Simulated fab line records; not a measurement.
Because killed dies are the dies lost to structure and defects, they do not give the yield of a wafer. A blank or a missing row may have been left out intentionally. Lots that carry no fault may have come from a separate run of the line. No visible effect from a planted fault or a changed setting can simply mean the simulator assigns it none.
Chamber matching | flow n5Finfet | N5_BEOL_M0_SAQP_STRIP_108 on rieDiel-04: 4 sister chambers
The step strips in N2/H2. 4 wafers are shown with their chamber, then 8 later ones without.

## WAFERS PAIRED WITH THEIR CHAMBERS
wafer  | chamber | showerheadPlenumPTorr (Torr)
L078.5 | 1       | 3.51
L087.3 | 3       | 3.19
L087.4 | 2       | 3.32
L088.1 | 0       | 3.32

## WAFERS WHOSE CHAMBER IS MISSING
wafer  | showerheadPlenumPTorr (Torr)
L088.2 | 3.19
L088.3 | 3.50
L091.1 | 3.32
L091.4 | 3.50
L091.5 | 3.19
L093.2 | 3.32
L093.3 | 3.50
L093.6 | 3.32

## WHICH CHAMBER EACH WENT THROUGH
wafer  | from the rows above     | in truth
L088.2 | 3                       | 3
L088.3 | 1                       | 1
L091.1 | can't be placed: 0 or 2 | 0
L091.4 | 1                       | 1
L091.5 | 3                       | 3
L093.2 | can't be placed: 0 or 2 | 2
L093.3 | 1                       | 1
L093.6 | can't be placed: 0 or 2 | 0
Placed correctly: 5 of 8. From these rows, 3 cannot be placed; in 3 the true chamber is one of the candidates. Number placed wrongly: 0.
How it was worked out, from the rows above alone: a wafer's distance from a chamber is the root of the sum, over the readings, of the square of ((its reading less the chamber's mean) divided by the reading's scatter). The wafer belongs to the nearest chamber; if the next one is less than 2 further off, it can't be placed. The mean given for a chamber averages the wafers shown for that chamber. The scatter: root of mean squared gap, hidden wafer to nearest shown wafer, with one shown wafer a chamber.
